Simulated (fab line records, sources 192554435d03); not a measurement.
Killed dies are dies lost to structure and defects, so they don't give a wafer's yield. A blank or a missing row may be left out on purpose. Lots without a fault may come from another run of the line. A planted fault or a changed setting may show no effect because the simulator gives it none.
Which tool did it? | flow n5_finfet | 12 lots, 36 wafers sampled, at 1 step of a route of 1938

WHAT THE GAUGES READ, wafer by wafer
N5_BEOL_M7_CD_MEAS_11: target cd 38.5 nm.
lot  | measured     | on        | cd_nm (nm)
L074 | day 10 11:16 | cd_sem-01 | 38.5 39.1 38.4
L077 | day 10 20:28 | cd_sem-02 | 37.8 38.4 38.0
L080 | day 11 08:25 | cd_sem-01 | 37.6 37.2 37.6
L081 | day 11 20:40 | cd_sem-03 | 38.8 38.8 39.2
L083 | day 12 10:30 | cd_sem-01 | 39.5 39.7 39.4
L086 | day 12 19:31 | cd_sem-03 | 37.5 37.1 37.7
L087 | day 13 08:40 | cd_sem-03 | 38.9 38.4 39.0
L089 | day 14 05:59 | cd_sem-01 | 38.6 38.5 38.6
L091 | day 14 09:25 | cd_sem-02 | 38.0 37.5 38.5
L092 | day 14 14:18 | cd_sem-02 | 38.2 39.0 38.7
L096 | day 15 21:07 | cd_sem-01 | 38.3 38.6 37.8
L097 | day 16 02:12 | cd_sem-01 | 37.8 37.2 37.3

WHICH TOOL RAN EACH LOT (tool, then ch and the chambers of the sampled wafers, then the start)
The record holds no process step before these readings.

THE ANSWER, worked out from the rows above alone
Rule: what is usual is taken from the lots themselves. Put in order of their means at a reading, lots are off if they are a third of the lots or fewer, leave a main group of 4 or more, and stand apart from it by a gap of 3 or more times the standard deviation of the main group's means; of several such gaps the widest counts. A main group whose means are all the same, to the digits that the tables above print for the reading, isn't used. A lot without any number at a reading at which 4 lots or more have one is off too. The other lots that the step has rows for count as sound.
No lot is off at any reading shown: from this, nothing can be told.

WHAT THE SIMULATOR HAD PUT IN
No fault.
